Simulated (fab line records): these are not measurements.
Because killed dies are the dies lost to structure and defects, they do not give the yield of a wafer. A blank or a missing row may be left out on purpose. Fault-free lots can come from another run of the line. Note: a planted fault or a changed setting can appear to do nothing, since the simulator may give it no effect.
fab line records ; flow n5Finfet
[record] lots = 10; wafers = 30; lastDay = 19
route steps=1938 shown BEOL_M4@1073 PASSIVATION@1936
lots that met no fault: taken from a fault-free run of the same line
startH: start of the lot's first displayed wafer, in hours after the record's first day ; waitH: time in hours since the lot's previous step ; " the same as in the row above ; L1.1+2: a single row standing in for several wafers ; - no value present, or no start provided ; * or withheld: withheld ; < > ~ a bound
route shown NAME@n: NAME is a module with steps in the file, n the number in the route of the first one ; usual: mean and standard deviation over wafers with no fault ; same: alike in all rows ; chamber/n: place in a boat ; sites: each site's reading ; _std_site: the values' standard deviation ; _edge_site: mean of outer sites minus mean of inner sites ; radiusMm: how far each site lies from the wafer's centre ; mask NAME#n: copy n ; behind: the most recent tool/chamber to have shaped the wafer ; hold: what put the lot on hold/how long, in hours/how the hold closed ; device: transistor that didn't switch, given as n, p or np ; end of line: the same wafers' tests at the end of the route ; where a step has no rows: the recipe by itself ; killed: count of dies lost to structure and defects at first sort (not the wafer's yield) ; map: a wafer's dies, x killed, . not, _ none there
set.NAME: the run value of the setting; set.NAME@STEP: its run value at that earlier step ; model.NAME: the simulator's own value behind a step, which no gauge read
route steps across a sampled set of lots; one table per step, one row per wafer
services: a tool's chamber out of use, with start hour (startH, from the record's first day; less than 0 if before it), hours out, and reason
[[steps]]
[step N5_BEOL_M4_OCD_MEAS_38]
[usual] trenchDepthNm = 55.6/0.7
lot.wafer;tool;chamber;startH;waitH;trenchDepthNm
L856.2;ocd-01;-;159.82;-;54.7
L856.3;ocd-01;-;159.82;-;56.2
L856.5;ocd-01;-;159.82;-;55.1
L863.2;ocd-01;-;217.39;-;54.3
L863.3;ocd-01;-;217.39;-;55.5
L863.6;ocd-01;-;217.39;-;54.6
L861.3;ocd-02;-;228.99;-;55.6
L861.5;ocd-02;-;228.99;-;55.9
L861.6;ocd-02;-;228.99;-;55.5
L862.2;ocd-01;-;229.37;-;55.6
L862.4;ocd-01;-;229.37;-;55.8
L862.5;ocd-01;-;229.37;-;55.6
L864.2;ocd-02;-;238.88;-;55.1
L864.3;ocd-02;-;238.88;-;55.5
L864.4;ocd-02;-;238.88;-;55.2
L873.1;ocd-01;-;280.03;-;55.9
L873.3;ocd-01;-;280.03;-;55.5
L873.6;ocd-01;-;280.03;-;55.3
L874.1;ocd-02;-;298.92;-;55.5
L874.2;ocd-02;-;298.92;-;56.0
L874.3;ocd-02;-;298.92;-;54.8
L875.2;ocd-02;-;303.19;-;55.6
L875.3;ocd-02;-;303.19;-;53.9
L875.6;ocd-02;-;303.19;-;55.0
L877.1;ocd-02;-;317.94;-;56.4
L877.3;ocd-02;-;317.94;-;55.4
L877.6;ocd-02;-;317.94;-;55.0
L876.4;ocd-01;-;325.22;-;55.3
L876.5;ocd-01;-;325.22;-;54.7
L876.6;ocd-01;-;325.22;-;55.3
[step N5_BEOL_M4_CVD_47]
[recipe] material = Co; targetThkA = 30; tempC = withheld; precursor = CCTBA/H2; pressureTorr = 30; timeS = 223.8
[usual] chamberPressureTorr = 30.00/0.061; runLengthS = 246.9/0.38
lot.wafer;tool;chamber;startH;waitH;chamberPressureTorr;runLengthS
L856.2;cvdCo-02;2;161.19;0.3;30.01;247.2
L856.3;cvdCo-02;0;161.19;0.3;30.05;247.0
L856.5;cvdCo-02;2;161.19;0.3;29.94;247.0
L863.2;cvdCo-02;1;219.42;0.1;-;-
L863.3;cvdCo-02;0;219.42;0.1;-;-
L863.6;cvdCo-02;0;219.42;0.1;-;-
L861.3;cvdCo-02;2;229.78;0.0;-;-
L861.5;cvdCo-02;0;229.78;0.0;-;-
L861.6;cvdCo-02;1;229.78;0.0;-;-
L862.2;cvdCo-01;0;230.01;0.0;-;-
L862.4;cvdCo-01;1;230.01;0.0;-;-
L862.5;cvdCo-01;2;230.01;0.0;-;-
L864.2;cvdCo-02;2;239.95;0.1;30.01;246.8
L864.3;cvdCo-02;1;239.95;0.1;29.90;247.3
L864.4;cvdCo-02;1;239.95;0.1;29.93;247.1
L873.1;cvdCo-01;1;281.85;0.1;29.98;246.8
L873.3;cvdCo-01;2;281.85;0.1;30.02;246.2
L873.6;cvdCo-01;2;281.85;0.1;30.00;246.4
L874.1;cvdCo-02;0;300.02;0.1;30.00;247.0
L874.2;cvdCo-02;1;300.02;0.1;30.01;246.9
L874.3;cvdCo-02;2;300.02;0.1;30.03;247.3
L875.2;cvdCo-02;2;304.48;0.1;29.98;247.0
L875.3;cvdCo-02;0;304.48;0.1;29.87;246.7
L875.6;cvdCo-02;1;304.48;0.1;29.98;246.9
L877.1;cvdCo-02;2;319.36;0.0;29.88;246.8
L877.3;cvdCo-02;1;319.36;0.0;30.07;247.3
L877.6;cvdCo-02;0;319.36;0.0;30.03;247.2
L876.4;cvdCo-01;0;326.07;0.1;29.97;246.4
L876.5;cvdCo-01;2;326.07;0.1;30.01;246.4
L876.6;cvdCo-01;1;326.07;0.1;29.89;246.6
[step N5_BEOL_M4_SPUTTER_79]
[recipe] material = Cu; targetThkA = 45; tempC = -20; chamberPressurePa = 0.07; powerW = withheld; timeS = 8.29
[usual] chuckGasFlowSccm = 1.27/0.051; throttleValvePct = 30.4/1.2
lot.wafer;tool;chamber;startH;waitH;chuckGasFlowSccm;throttleValvePct
L856.2;pvdSputter-03;-;161.78;0.1;1.27;29.6
L856.3;pvdSputter-03;-;161.78;0.1;1.27;32.6
L856.5;pvdSputter-03;-;161.78;0.1;1.34;29.2
L863.2;pvdSputter-01;-;220.09;0.1;1.22;30.5
L863.3;pvdSputter-01;-;220.09;0.1;1.21;31.1
L863.6;pvdSputter-01;-;220.09;0.1;1.31;30.2
L861.3;pvdSputter-02;-;230.20;0.1;1.23;31.5
L861.5;pvdSputter-02;-;230.20;0.1;1.25;31.8
L861.6;pvdSputter-02;-;230.20;0.1;1.29;29.5
L862.2;pvdSputter-03;-;230.43;0.1;1.30;29.0
L862.4;pvdSputter-03;-;230.43;0.1;1.33;32.7
L862.5;pvdSputter-03;-;230.43;0.1;1.21;29.1
L864.2;pvdSputter-01;-;240.65;0.1;1.37;28.2
L864.3;pvdSputter-01;-;240.65;0.1;1.30;31.1
L864.4;pvdSputter-01;-;240.65;0.1;1.23;30.3
L873.1;pvdSputter-01;-;282.25;0.1;1.26;28.4
L873.3;pvdSputter-01;-;282.25;0.1;1.24;30.6
L873.6;pvdSputter-01;-;282.25;0.1;1.23;28.4
L874.1;pvdSputter-02;-;300.98;0.1;1.27;29.3
L874.2;pvdSputter-02;-;300.98;0.1;1.21;31.3
L874.3;pvdSputter-02;-;300.98;0.1;1.26;30.1
L875.2;pvdSputter-02;-;305.32;0.1;1.16;29.4
L875.3;pvdSputter-02;-;305.32;0.1;1.16;31.2
L875.6;pvdSputter-02;-;305.32;0.1;1.28;31.3
L877.1;pvdSputter-01;-;319.76;0.1;1.26;30.6
L877.3;pvdSputter-01;-;319.76;0.1;1.27;28.3
L877.6;pvdSputter-01;-;319.76;0.1;1.38;30.3
L876.4;pvdSputter-03;-;326.42;0.0;1.23;28.9
L876.5;pvdSputter-03;-;326.42;0.0;1.23;29.9
L876.6;pvdSputter-03;-;326.42;0.0;1.28;32.7
[step N5_BEOL_M4_SPUTTER_81]
[recipe] material = Cu; targetThkA = 45; tempC = -20; chamberPressurePa = 0.07; powerW = withheld; timeS = 8.29
[usual] chuckGasFlowSccm = 1.27/0.054; throttleValvePct = 30.4/1.2
lot.wafer;tool;chamber;startH;waitH;chuckGasFlowSccm;throttleValvePct
L856.2;pvdSputter-03;-;162.00;0.1;1.26;29.5
L856.3;pvdSputter-03;-;162.00;0.1;1.31;32.7
L856.5;pvdSputter-03;-;162.00;0.1;1.30;29.4
L863.2;pvdSputter-01;-;220.53;0.1;1.34;30.7
L863.3;pvdSputter-01;-;220.53;0.1;1.22;31.3
L863.6;pvdSputter-01;-;220.53;0.1;1.22;30.4
L861.3;pvdSputter-02;-;230.42;0.1;1.18;31.6
L861.5;pvdSputter-02;-;230.42;0.1;1.21;31.6
L861.6;pvdSputter-02;-;230.42;0.1;1.15;29.6
L862.2;pvdSputter-03;-;230.65;0.1;1.26;28.7
L862.4;pvdSputter-03;-;230.65;0.1;1.22;32.6
L862.5;pvdSputter-03;-;230.65;0.1;1.22;29.1
L864.2;pvdSputter-01;-;241.09;0.1;1.26;28.3
L864.3;pvdSputter-01;-;241.09;0.1;1.24;31.0
L864.4;pvdSputter-01;-;241.09;0.1;1.29;30.4
L873.1;pvdSputter-01;-;282.47;0.1;1.26;28.5
L873.3;pvdSputter-01;-;282.47;0.1;1.21;30.3
L873.6;pvdSputter-01;-;282.47;0.1;1.36;28.2
L874.1;pvdSputter-02;-;301.20;0.1;1.37;29.4
L874.2;pvdSputter-02;-;301.20;0.1;1.24;31.1
L874.3;pvdSputter-02;-;301.20;0.1;1.29;30.4
L875.2;pvdSputter-02;-;305.54;0.1;1.30;29.4
L875.3;pvdSputter-02;-;305.54;0.1;1.26;31.1
L875.6;pvdSputter-02;-;305.54;0.1;1.21;31.3
L877.1;pvdSputter-01;-;319.98;0.1;1.29;30.6
L877.3;pvdSputter-01;-;319.98;0.1;1.34;28.1
L877.6;pvdSputter-01;-;319.98;0.1;1.27;30.8
L876.4;pvdSputter-03;-;326.64;0.0;1.38;28.9
L876.5;pvdSputter-03;-;326.64;0.0;1.23;29.8
L876.6;pvdSputter-03;-;326.64;0.0;1.36;32.5
[step N5_BEOL_M4_CMP_52]
[recipe] stopOn = SiOC; tOverpolishS = 6.8; downForcePsi = 1; platenRpm = 50; clearingPlatenDownForcePsi = 1.5; clearingPlatenRpm = 50; postCmpClean = cuAlkaline; targetThkNm = 40; clearingPlatenPadVelocityMS = 0.99484; padVelocityMS = 0.99484
[usual] barrierFieldEndpointS = 24.7/0.6; motorCurrentA = 6.0/0.48
lot.wafer;tool;chamber;startH;waitH;barrierFieldEndpointS;motorCurrentA
L856.2;cmp-01;1;163.81;0.2;24.9;6.9
L856.3;cmp-01;2;163.81;0.2;24.6;6.3
L856.5;cmp-01;1;163.81;0.2;24.9;6.6
L863.2;cmp-04;2;224.18;0.3;21.3;5.7
L863.3;cmp-04;3;224.18;0.3;21.7;6.1
L863.6;cmp-04;0;224.18;0.3;22.2;6.3
L861.3;cmp-02;2;232.27;0.2;20.3;5.7
L861.6;cmp-02;1;232.27;0.2;21.1;6.2
L861.5;cmp-02;2;232.27;0.2;20.3;5.6
L862.4;cmp-01;2;232.61;0.2;20.6;6.3
L862.2;cmp-01;3;232.61;0.2;20.6;5.2
L862.5;cmp-01;1;232.61;0.2;21.5;6.6
L864.3;cmp-02;2;244.31;0.2;25.3;5.7
L864.4;cmp-02;3;244.31;0.2;26.5;5.2
L864.2;cmp-02;0;244.31;0.2;26.3;5.1
L873.3;cmp-04;0;284.30;0.2;24.2;6.7
L873.1;cmp-04;1;284.30;0.2;24.4;6.0
L873.6;cmp-04;1;284.30;0.2;24.5;6.3
L874.1;cmp-01;3;303.13;0.3;23.6;5.2
L874.3;cmp-01;0;303.13;0.3;24.1;6.3
L874.2;cmp-01;2;303.13;0.3;24.3;6.7
L875.3;cmp-04;2;307.35;0.2;25.4;5.6
L875.2;cmp-04;0;307.35;0.2;24.5;6.6
L875.6;cmp-04;3;307.35;0.2;24.8;5.8
L877.1;cmp-01;2;322.21;0.7;24.7;6.4
L877.3;cmp-01;0;322.21;0.7;24.9;6.2
L877.6;cmp-01;2;322.21;0.7;25.0;6.0
L876.4;cmp-04;0;328.41;0.1;23.8;6.3
L876.5;cmp-04;0;328.41;0.1;24.6;6.3
L876.6;cmp-04;1;328.41;0.1;24.2;6.3
[step N5_BEOL_M4_RC_MEAS_101]
[usual] DIBL_N = 36.2/1.2; DIBL_P = 36.3/1.3; IOFF_N = 0.155/0.019; IOFF_P = 0.210/0.029; ION_N = 677/8.6; ION_P = 465/6.8; SS_N = 71.4/0.48; SS_P = 73.2/0.53; VT_N = 249.9/2.4; VT_P = -250/3.2
lot.wafer;tool;chamber;startH;waitH;DIBL_N[mV/V];DIBL_P[mV/V];IOFF_N[nA/um];IOFF_P[nA/um];ION_N[uA/um];ION_P[uA/um];SS_N[mV/dec];SS_P[mV/dec];VT_N[mV];VT_P[mV]
L856.2;prober-02;0;164.57;0.2;35.9;36.3;0.161;0.233;680;471;71.5;73.6;247.7;-247
L856.3;prober-02;0;164.57;0.2;35.5;36.4;0.155;0.227;690;476;70.4;72.9;246.8;-247
L856.5;prober-02;0;164.57;0.2;35.7;36.2;0.155;0.229;681;472;70.8;73.7;246.7;-248
L864.2;prober-01;0;245.08;0.2;34.4;33.4;0.117;0.192;669;470;70.6;72.5;253.2;-245
L864.3;prober-01;0;245.08;0.2;36.1;36.1;0.154;0.227;680;474;71.4;73.4;250.9;-247
L864.4;prober-01;0;245.08;0.2;37.6;37.4;0.181;0.253;684;470;71.6;74.0;246.6;-247
L873.1;prober-02;0;284.92;0.0;35.8;36.8;0.170;0.225;678;472;71.5;73.3;245.8;-248
L873.3;prober-02;0;284.92;0.0;35.6;36.4;0.158;0.217;681;469;71.2;73.2;249.6;-248
L873.6;prober-02;0;284.92;0.0;34.0;34.9;0.139;0.197;679;467;70.5;73.4;247.4;-249
L874.1;prober-02;0;303.74;0.0;34.4;35.3;0.122;0.160;668;457;70.6;72.8;253.7;-255
L874.2;prober-02;0;303.74;0.0;35.5;36.5;0.139;0.180;681;462;71.3;73.1;249.6;-254
L874.3;prober-02;0;303.74;0.0;35.8;36.0;0.135;0.172;664;452;71.3;72.6;249.5;-251
L875.2;prober-02;0;308.16;0.2;37.6;36.5;0.155;0.207;665;457;71.7;72.6;250.2;-250
L875.3;prober-02;0;308.16;0.2;37.3;37.1;0.156;0.218;680;465;71.6;72.3;250.3;-249
L875.6;prober-02;0;308.16;0.2;37.2;36.3;0.147;0.203;671;467;71.3;73.1;250.7;-249
L877.1;prober-02;0;322.78;0.0;35.4;33.4;0.128;0.159;657;451;70.9;72.4;252.2;-254
L877.3;prober-02;0;322.78;0.0;36.9;35.5;0.159;0.188;673;459;71.7;72.8;250.4;-251
L877.6;prober-02;0;322.78;0.0;37.4;36.0;0.164;0.199;674;458;71.9;73.6;249.7;-252
L876.4;prober-02;0;329.51;0.5;36.7;36.1;0.170;0.206;676;466;71.5;73.0;247.0;-251
L876.5;prober-02;0;329.51;0.5;36.6;35.9;0.166;0.199;676;461;70.6;73.5;250.3;-252
L876.6;prober-02;0;329.51;0.5;37.7;38.0;0.184;0.240;690;471;72.1;73.9;245.6;-249
[step N5_PASSIVATION_PROBE_49]
[usual] defectLimitedYield = 91.2/1.4; killed_at_M0_to_M3 = 34/10; killed_at_M4_up = 13/5.1; killedAtContacts = 12/6.5; killedAtFrontEnd = 41/11; killedAtOther = 4/3.3; killedDies = 104/16; killedOnRim = 14/3.9; killedOpen = 69/13; killedShort = 33/7; sort_bin_5_function = 5.1/0.91; sort_bin_6_memory = 3.3/0.69; sortNPass = 1076/16; sortYieldPct = 91.2/1.4
[same] grossDies = 1180; killedAtBackSide = 0; sort_bin_4_leakage[%] = 0; sort_bin_8_speed[%] = 0
lot.wafer;tool;chamber;startH;waitH;defectLimitedYield[%];killed_at_M0_to_M3;killed_at_M4_up;killedAtContacts;killedAtFrontEnd;killedAtOther;killedDies;killedOnRim;killedOpen;killedShort;sort_bin_5_function[%];sort_bin_6_memory[%];sortNPass;sortYieldPct[%]
L863.2;prober-01;-;328.32;0.1;0;23;1100;21;33;3;1180;152;64;23;89.4;10.3;0;0
L863.3;prober-01;-;328.37;0.1;0;42;1103;8;26;1;1180;152;60;23;89.6;9.9;0;0
L863.6;prober-01;-;328.52;0.3;0;34;1119;8;15;4;1180;152;39;24;90.3;9.3;0;0
L861.3;prober-01;-;339.63;0.1;0;41;1089;6;40;4;1180;152;63;36;89.2;10.7;0;0
L861.5;prober-01;-;339.73;0.2;0;31;1109;8;27;5;1180;152;64;24;89.2;10.6;0;0
L861.6;prober-01;-;339.78;0.3;0;54;1085;5;35;1;1180;152;75;35;88.6;10.8;0;0
L862.2;prober-02;-;343.53;0.8;0;27;1082;18;52;1;1180;152;71;29;88.8;11.0;0;0
L862.4;prober-02;-;343.63;0.9;0;16;1112;20;32;0;1180;152;65;22;91.2;8.7;0;0
L862.5;prober-02;-;343.68;1.0;0;37;1084;11;48;0;1180;152;68;33;88.7;11.0;0;0
// killed by level:class
L863.2 BEOL_M4:areaCvd=836 BEOL_M4:interfaceVoidOpened=256 MOL_CONTACT_COAG:geometricParticle:open=17 BEOL_M2:geometricParticle:open=7 ILD0:geometricParticle:open=5 BEOL_M0_SAQP:geometricParticle:short=5 FIN_SAQP:geometricParticle:open=4 STI_FIN_REVEAL:geometricParticle:open=4
L863.3 BEOL_M4:areaCvd=833 BEOL_M4:interfaceVoidOpened=264 BEOL_M2:geometricParticle:open=18 MOL_CONTACT_COAG:geometricParticle:open=7 BEOL_M0_SAQP:geometricParticle:short=6 STI_FIN_REVEAL:geometricParticle:open=5 BEOL_M3:geometricParticle:open=5 GATE_CUT:geometricParticle:short=4
L863.6 BEOL_M4:areaCvd=879 BEOL_M4:interfaceVoidOpened=236 BEOL_M0_SAQP:geometricParticle:open=7 BEOL_M0_SAQP:geometricParticle:short=7 MOL_CONTACT_COAG:geometricParticle:open=6 BEOL_M2:geometricParticle:open=6 STI_FIN_REVEAL:geometricParticle:open=4 BEOL_M0:geometricParticle:open=3
L861.3 BEOL_M4:areaCvd=817 BEOL_M4:interfaceVoidOpened=264 BEOL_M0_SAQP:geometricParticle:open=12 STI_FIN_REVEAL:geometricParticle:open=12 BEOL_M1:geometricParticle:open=6 BEOL_M0_SAQP:geometricParticle:short=6 BEOL_M2:geometricParticle:open=6 FIN_SAQP:geometricParticle:open=5
L861.5 BEOL_M4:areaCvd=847 BEOL_M4:interfaceVoidOpened=245 BEOL_M1:geometricParticle:open=10 BEOL_M4:geometricParticle:open=10 BEOL_M0_SAQP:geometricParticle:open=8 FIN_SAQP:geometricParticle:open=7 STI_FIN_REVEAL:geometricParticle:open=6 MOL_CONTACT_COAG:geometricParticle:open=6
L861.6 BEOL_M4:areaCvd=796 BEOL_M4:interfaceVoidOpened=274 BEOL_M1:geometricParticle:open=18 BEOL_M0_SAQP:geometricParticle:short=13 STI_FIN_REVEAL:geometricParticle:open=12 BEOL_M2:geometricParticle:open=10 BEOL_M0_SAQP:geometricParticle:open=8 FIN_SAQP:geometricParticle:short=6
L862.2 BEOL_M4:areaCvd=832 BEOL_M4:interfaceVoidOpened=246 MOL_CONTACT_COAG:geometricParticle:open=16 FIN_SAQP:geometricParticle:open=14 FIN_SAQP:geometricParticle:short=11 STI_FIN_REVEAL:geometricParticle:open=11 BEOL_M2:geometricParticle:open=6 BEOL_M1:geometricParticle:open=6
L862.4 BEOL_M4:areaCvd=841 BEOL_M4:interfaceVoidOpened=252 MOL_CONTACT_COAG:geometricParticle:open=18 STI_FIN_REVEAL:geometricParticle:open=9 FIN_SAQP:geometricParticle:open=6 BEOL_M5:geometricParticle:open=5 FIN_SAQP:geometricParticle:short=4 BEOL_M1:geometricParticle:open=4
L862.5 BEOL_M4:areaCvd=829 BEOL_M4:interfaceVoidOpened=249 STI_FIN_REVEAL:geometricParticle:open=15 FIN_SAQP:geometricParticle:open=8 MOL_CONTACT_COAG:geometricParticle:open=8 BEOL_M1:geometricParticle:open=7 BEOL_M0_SAQP:geometricParticle:open=7 BEOL_M0_SAQP:geometricParticle:short=7
[[services]]
tool;chamber;startH;hours;kind
pvdSputter-01;-;146.86;5.2;repair
cmp-04;-;163.51;2.6;repair
cmp-04;-;179.49;2.6;pm
cmp-02;-;184.37;4.0;pm
cvdCo-02;-;185.61;0.4;repair
cmp-02;-;188.37;-;consumableReplace:conditioner
cmp-02;-;188.37;-;consumableReplace:pad
cmp-01;-;191.57;0.8;repair
cmp-04;-;194.34;2.0;repair
cvdCo-02;2;198.84;5.5;repair
cmp-04;-;199.97;3.2;repair
cvdCo-01;-;216.40;0.4;repair
cmp-01;-;217.95;2.7;repair
cvdCo-01;-;247.49;6.9;pm
cmp-04;-;292.86;3.3;pm
cmp-04;-;300.09;4.0;pm
cmp-04;-;304.09;-;consumableReplace:conditioner
cmp-04;-;304.09;-;consumableReplace:pad
cmp-01;-;308.32;0.7;repair
cmp-02;-;324.23;1.2;repair
[[key]]
[firstSign] step = N5_BEOL_M4_CVD_47; reading = toolRecord; direction = missing
[effect] step = N5_BEOL_M4_CMP_52; reading = barrierFieldEndpointS; direction = down; sigmas = 6.1; usual = 24.7; struck = 21.1
[effect] step = N5_PASSIVATION_PROBE_49; reading = killed_at_M4_up; direction = up; sigmas = 99+; usual = 13; struck = 1098
[moreKillsBornAt] N5_BEOL_M4_CVD_47@cvdCo-02 = 5003; N5_BEOL_M4_CVD_47@cvdCo-01 = 2501
metAt N5_BEOL_M4_CVD_47
struckLots L861,L862,L863
laterRowsLeftOut L861.3,L861.5,L861.6,L862.2,L862.4,L862.5,L863.2,L863.3,L863.6
notActingAt N5_BEOL_M4_OCD_MEAS_38,N5_BEOL_M4_SPUTTER_79,N5_BEOL_M4_SPUTTER_81
onsetBetween 161.19 219.42
[fault] kind = skippedStepWhole; tool = cvdCo-01,cvdCo-02; chamber = -; onsetH = 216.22; steps = N5_BEOL_M4_CVD_47; scope = struckLotsOnly
// laterRowsLeftOut: the simulator's readings of these wafers behind a module that went badly wrong aren't trusted and aren't shown, but for the sort
